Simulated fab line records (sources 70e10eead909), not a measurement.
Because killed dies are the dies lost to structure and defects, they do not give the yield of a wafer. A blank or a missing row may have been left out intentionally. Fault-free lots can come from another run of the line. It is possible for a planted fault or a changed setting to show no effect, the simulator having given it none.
Which of the tools did it? / flow nand-harc / Sampling: 6 lots, 18 wafers, 5 of 1159 route steps

== WHAT EACH GAUGE READ, for each wafer ==
NHARC_END_SORT_01.
lot=L395; measured=day 20 19:29; on=prober-01; killed-at-array=15 23 24

== TOOL THAT RAN EACH LOT (tool first, then ch and the chambers of the sampled wafers, then the start) ==
lot=L392; NHARC_P_GATE_DESCUM_61=rie-diel-13 ch 0,2,3, day 5 21:34; NHARC_P_GATE_STRIP_112=plasma-asher-01 ch 0,1, day 5 21:58; NHARC_P_GATE_STRIP_113=plasma-asher-01 ch 1, day 5 23:52; NHARC_P_GATE_RTA_64=rtp-anneal-02 ch 0, day 6 01:02
lot=L393; NHARC_P_GATE_DESCUM_61=rie-diel-05 ch 2,3, day 6 08:35; NHARC_P_GATE_STRIP_112=plasma-asher-01 ch 0,1, day 6 08:59; NHARC_P_GATE_STRIP_113=plasma-asher-02 ch 0,1, day 6 10:39; NHARC_P_GATE_RTA_64=rtp-anneal-02 ch 0, day 6 11:48
lot=L395; NHARC_P_GATE_DESCUM_61=rie-diel-03 ch 0,2,3, day 7 04:14; NHARC_P_GATE_STRIP_112=plasma-asher-02 ch 0,1, day 7 04:37; NHARC_P_GATE_STRIP_113=plasma-asher-02 ch 0,1, day 7 06:25; NHARC_P_GATE_RTA_64=rtp-anneal-02, day 7 07:49
lot=L406; NHARC_P_GATE_DESCUM_61=rie-diel-05 ch 0,2,3, day 9 12:19; NHARC_P_GATE_STRIP_112=plasma-asher-01 ch 0,1, day 9 12:41; NHARC_P_GATE_STRIP_113=plasma-asher-01 ch 0,1, day 9 14:25; NHARC_P_GATE_RTA_64=rtp-anneal-02 ch 0, day 9 15:43
lot=L409; NHARC_P_GATE_DESCUM_61=rie-diel-05 ch 0,1, day 10 04:28; NHARC_P_GATE_STRIP_112=plasma-asher-02 ch 0, day 10 04:54; NHARC_P_GATE_STRIP_113=plasma-asher-02 ch 0,1, day 10 06:44; NHARC_P_GATE_RTA_64=rtp-anneal-02 ch 0, day 10 07:56
lot=L411; NHARC_P_GATE_DESCUM_61=rie-diel-03 ch 0,3, day 10 14:03; NHARC_P_GATE_STRIP_112=plasma-asher-01 ch 0,1, day 10 14:30; NHARC_P_GATE_STRIP_113=plasma-asher-02 ch 0,1, day 10 16:23; NHARC_P_GATE_RTA_64=rtp-anneal-02 ch 0, day 10 17:29
- NHARC_P_GATE_DESCUM_61: chemistry O2, time 3 s.
- NHARC_P_GATE_STRIP_112: strips in N2/H2, time 200 s.
- NHARC_P_GATE_STRIP_113: strips in N2/H2, time 740 s.
- NHARC_P_GATE_RTA_64: time 1 s.

== THE ANSWER, worked out from the rows above alone ==
Rule: what is usual is taken from the lots themselves. The widest of any qualifying gaps counts: lots, ordered by their means at a reading, are off when they make up no more than a third of the lots, leave a main group of 4 or more, and stand apart from it by 3 or more times the standard deviation of that group's means. A main group whose means are all the same, to the digits that the tables above print for the reading, isn't used. Also off: a lot with no number at a reading for which 4 or more lots have one. All remaining lots with rows at the step are treated as sound.
Nothing can be told from this: no lot is off at any reading shown.

== WHAT HAD BEEN PUT IN BY THE SIMULATOR ==
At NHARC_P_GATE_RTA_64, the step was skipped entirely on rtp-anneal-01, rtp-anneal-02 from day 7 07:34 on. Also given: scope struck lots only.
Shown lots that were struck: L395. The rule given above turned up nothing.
